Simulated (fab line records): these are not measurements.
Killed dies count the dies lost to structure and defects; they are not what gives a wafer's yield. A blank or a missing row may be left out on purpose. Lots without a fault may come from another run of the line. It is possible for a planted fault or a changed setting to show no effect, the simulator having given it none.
Code-filled problem report in 8D (eight disciplines) form | flow n5Finfet | the parts of the form that need people (team, actions taken, sign-off) are left out

== 1. THE PROBLEM ==
Across 2 wafers from 2 lots, M14_THK at N5_BEOL_M14_THK_MEAS_50 averages 1073 nm, while fault-free wafers read 562 nm with a standard deviation of 23. That puts it +22 standard deviations away from the usual mean.
The step: measures by xrf.
First seen on wafer L103.6, day 16 09:01, on filmMetro-02. Wafers with a number at this step in the record: 25, from 9 lots. By rule, "out" or "out of limits" means more than 4 standard deviations away from the usual mean. All remaining wafers that have a number are taken as sound.

== 2. WHAT IT IS AND WHAT IT IS NOT ==
question                    | is                | is not
which readings at this step | M14_THK           | -
which lots                  | L102, L103        | L984, L985, L986, L987, L988, L991, L992
which wafers of those lots  | L102.5, L103.6    | L102.1, L102.4, L103.2
read on which gauges        | filmMetro-02      | filmMetro-01
when                        | from day 16 09:01 | up to then (21 sound wafers); but 2 sound wafers of L102 came after

== 3. THE SUSPECTS, EACH WITH WHAT RULES IT OUT ==
Counting: a tool at a process step up to the reading stays a suspect if it ran every lot that is out. Sound lots after the first of them don't rule it out here, since some wafers of a struck lot are sound.
- the gauge at N5_BEOL_M14_THK_MEAS_50 is ruled out. All the wafers that are out were read on filmMetro-02, but those of them that N5_BEOL_M14_CMP_49 has rows for are out there too, on other tools.
- pvdSputter-02 at N5_BEOL_M14_PRE_CLEAN_42 (time 30 s): kept. Ran every lot that is out, first one L103 (day 16 07:33); last sound lot up to then L992 (day 13 07:53).
- cmp-02 at N5_BEOL_M14_CMP_49 (polishes, stops on SiO2, t overpolish 5.2 s, target thk 560 nm): kept. Ran every lot that is out, first one L103 (day 16 08:50); last sound lot up to then L991 (day 13 23:25). Its own barrierFieldEndpointS, overpolishRunS, timeToEndpointS readings are out on those wafers.
- Within cmp-02 at N5_BEOL_M14_CMP_49: the wafers that are out ran in chamber 2; their sound lot-mates ran in chambers 0, 1, 3.
Remaining after the count are pvdSputter-02 at N5_BEOL_M14_PRE_CLEAN_42 and cmp-02 at N5_BEOL_M14_CMP_49.

== 4. THE CAUSE (what the simulator had put in) ==
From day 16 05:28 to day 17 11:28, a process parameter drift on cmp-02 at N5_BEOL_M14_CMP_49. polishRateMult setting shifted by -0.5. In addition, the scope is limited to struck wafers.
Counting leaves 2 suspects; this tool is one of them.

== 5. SEQUENCE OF EFFECTS, ordered by route ==
Rows list readings where the struck wafers' mean (over those with a number) sits beyond 3 standard deviations from the usual. Readings are gone through only where the record gives a usual standard deviation; hours: the median, over the lots, of the time from a lot's start at the first step in this table giving one to that lot's start at this step; sigmas: the change measured in usual standard deviations.
hours | step                    | reading               | usual   | on struck wafers | change | sigmas
0     | N5_BEOL_M14_CMP_49      | barrierFieldEndpointS | 11.5 s  | 23.5             | +12.0  | +38
0     | N5_BEOL_M14_CMP_49      | overpolishRunS        | 5.200 s | 2.519            | -2.681 | -99 or more
0     | N5_BEOL_M14_CMP_49      | timeToEndpointS       | 123 s   | 158              | +34    | +7.3
0     | N5_BEOL_M14_THK_MEAS_50 | M14_THK               | 562 nm  | 1073             | +511   | +22
0     | N5_BEOL_M14_INSPECT_55  | rawDefectCount        | 73      | 6518             | +6444  | +99 or more
21    | N5_PASSIVATION_PROBE_49 | defectLimitedYield    | 91.5 %  | 0.0              | -91.5  | -54
21    | N5_PASSIVATION_PROBE_49 | killed_at_M4_up       | 13      | 1082             | +1069  | +99 or more
21    | N5_PASSIVATION_PROBE_49 | killedDies            | 101     | 1180             | +1079  | +54
21    | N5_PASSIVATION_PROBE_49 | killedOnRim           | 13      | 152              | +139   | +34
21    | N5_PASSIVATION_PROBE_49 | sortNPass             | 1078    | 0                | -1078  | -54
21    | N5_PASSIVATION_PROBE_49 | sortYieldPct          | 91.4 %  | 0.0              | -91.4  | -54
Here are the process steps it includes:
- N5_BEOL_M14_CMP_49: polishes, stops on SiO2, t overpolish 5.2 s, target thk 560 nm.
- N5_PASSIVATION_PROBE_49

== 6. HOW IT WOULD HAVE BEEN CAUGHT EARLIER ==
Counted from the fault's start at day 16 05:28, it took 4 hours until the first out-of-limits reading at a measuring or inspecting step in this record, taken at day 16 09:01.
The tool's own readings at N5_BEOL_M14_CMP_49 were out on every struck wafer that the step has a row for (barrierFieldEndpointS, overpolishRunS, timeToEndpointS): an alarm limit on them would have fired on the first of those.
Of the lots that are out (2), L102 began N5_BEOL_M14_CMP_49 on cmp-02 after day 16 09:01. A tool hold placed at that time would have kept it from harm.
